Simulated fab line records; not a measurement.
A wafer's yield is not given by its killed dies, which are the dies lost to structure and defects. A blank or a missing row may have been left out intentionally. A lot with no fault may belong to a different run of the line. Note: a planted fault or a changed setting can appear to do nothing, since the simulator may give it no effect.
Chamber matching || flow n5_finfet || N5_ILD0_ALD_15 on ald_sin-02: 4 sister chambers
The step deposits SiNx, target thk 24 nm, pulse time 1 s, ald cycles 480. 4 wafers are shown with their chamber, then 7 later ones without.

== WAFERS PAIRED WITH THEIR CHAMBERS ==
{"wafer": "L081.2", "chamber": 0, "heater_power_w (W)": 808}
{"wafer": "L081.4", "chamber": 2, "heater_power_w (W)": 745}
{"wafer": "L081.5", "chamber": 1, "heater_power_w (W)": 691}
{"wafer": "L085.5", "chamber": 3, "heater_power_w (W)": 801}

== WAFERS MISSING THEIR CHAMBER ==
{"wafer": "L085.6", "heater_power_w (W)": 761}
{"wafer": "L087.2", "heater_power_w (W)": 739}
{"wafer": "L087.3", "heater_power_w (W)": 808}
{"wafer": "L087.5", "heater_power_w (W)": 799}
{"wafer": "L095.1", "heater_power_w (W)": 802}
{"wafer": "L095.3", "heater_power_w (W)": 756}
{"wafer": "L095.4", "heater_power_w (W)": 795}

== WHICH CHAMBER EACH WENT THROUGH ==
{"wafer": "L085.6", "from the rows above": 2, "in truth": 2}
{"wafer": "L087.2", "from the rows above": 2, "in truth": 2}
{"wafer": "L087.3", "from the rows above": "can't be placed: 0 or 3", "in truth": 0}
{"wafer": "L087.5", "from the rows above": "can't be placed: 3 or 0", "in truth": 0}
{"wafer": "L095.1", "from the rows above": "can't be placed: 3 or 0", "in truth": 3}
{"wafer": "L095.3", "from the rows above": 2, "in truth": 2}
{"wafer": "L095.4", "from the rows above": "can't be placed: 3 or 0", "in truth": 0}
Correct placement for 3 of the 7. Unplaceable from these rows: 4, with the true chamber sitting among the candidates in 4. 0 placed wrongly.
How it was worked out, from the rows above alone: a wafer's distance from a chamber is the root of the sum, over the readings, of the square of ((its reading less the chamber's mean) divided by the reading's scatter). The wafer belongs to the nearest chamber; if the next one is less than 2 further off, it can't be placed. For every chamber, the mean is computed from those of its wafers that are shown. The scatter: root of mean squared gap, hidden wafer to nearest shown wafer, with one shown wafer a chamber.
